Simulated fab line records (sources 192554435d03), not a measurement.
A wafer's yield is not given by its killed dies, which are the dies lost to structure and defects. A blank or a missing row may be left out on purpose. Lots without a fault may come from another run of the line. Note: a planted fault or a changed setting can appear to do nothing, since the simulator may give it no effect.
Matching of chambers :: flow n5-finfet :: N5_SDB_STRIP_21 on rie-diel-03: 4 sister chambers
The step strips in CF4. 7 wafers are shown with their chamber, then 8 later ones without.

== WAFERS WITH THEIR CHAMBER ==
wafer: L077.5
chamber: 3
throttle-valve-pct (%): 13.90
showerhead-plenum-p-Torr (Torr): 1.83

wafer: L081.5
chamber: 0
throttle-valve-pct (%): 13.91
showerhead-plenum-p-Torr (Torr): 1.80

wafer: L081.6
chamber: 1
throttle-valve-pct (%): 13.44
showerhead-plenum-p-Torr (Torr): 1.81

wafer: L088.1
chamber: 2
throttle-valve-pct (%): 13.99
showerhead-plenum-p-Torr (Torr): 1.85

wafer: L088.5
chamber: 2
throttle-valve-pct (%): 13.98
showerhead-plenum-p-Torr (Torr): 1.85

wafer: L088.6
chamber: 1
throttle-valve-pct (%): 13.47
showerhead-plenum-p-Torr (Torr): 1.81

wafer: L091.1
chamber: 0
throttle-valve-pct (%): 13.95
showerhead-plenum-p-Torr (Torr): 1.79

== WAFERS WITHOUT THEIR CHAMBER ==
wafer: L091.2
throttle-valve-pct (%): 14.00
showerhead-plenum-p-Torr (Torr): 1.85

wafer: L091.6
throttle-valve-pct (%): 13.39
showerhead-plenum-p-Torr (Torr): 1.83

wafer: L094.2
throttle-valve-pct (%): 13.39
showerhead-plenum-p-Torr (Torr): 1.82

wafer: L094.3
throttle-valve-pct (%): 13.51
showerhead-plenum-p-Torr (Torr): 1.80

wafer: L094.5
throttle-valve-pct (%): 13.40
showerhead-plenum-p-Torr (Torr): 1.82

wafer: L097.1
throttle-valve-pct (%): 13.39
showerhead-plenum-p-Torr (Torr): 1.79

wafer: L097.4
throttle-valve-pct (%): 13.52
showerhead-plenum-p-Torr (Torr): 1.80

wafer: L097.5
throttle-valve-pct (%): 13.42
showerhead-plenum-p-Torr (Torr): 1.82

== WHICH CHAMBER EACH ONE RAN IN ==
wafer: L091.2
from the rows above: 2
in truth: 2

wafer: L091.6
from the rows above: 1
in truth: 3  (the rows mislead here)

wafer: L094.2
from the rows above: 1
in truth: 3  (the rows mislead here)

wafer: L094.3
from the rows above: 1
in truth: 1

wafer: L094.5
from the rows above: 1
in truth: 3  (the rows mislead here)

wafer: L097.1
from the rows above: 1
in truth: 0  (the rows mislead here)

wafer: L097.4
from the rows above: 1
in truth: 1

wafer: L097.5
from the rows above: 1
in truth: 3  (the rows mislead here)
Placed correctly: 3 of 8. From these rows, 0 cannot be placed. Number placed wrongly: 5.
How it was worked out, from the rows above alone: a wafer's distance from a chamber is the root of the sum, over the readings, of the square of ((its reading less the chamber's mean) divided by the reading's scatter). The wafer belongs to the nearest chamber; if the next one is less than 2 further off, it can't be placed. A chamber's mean is the mean of its shown wafers. The scatter: the root of (the sum of the squares of (reading less its chamber's mean) over the shown wafers, divided by (wafers less chambers)).
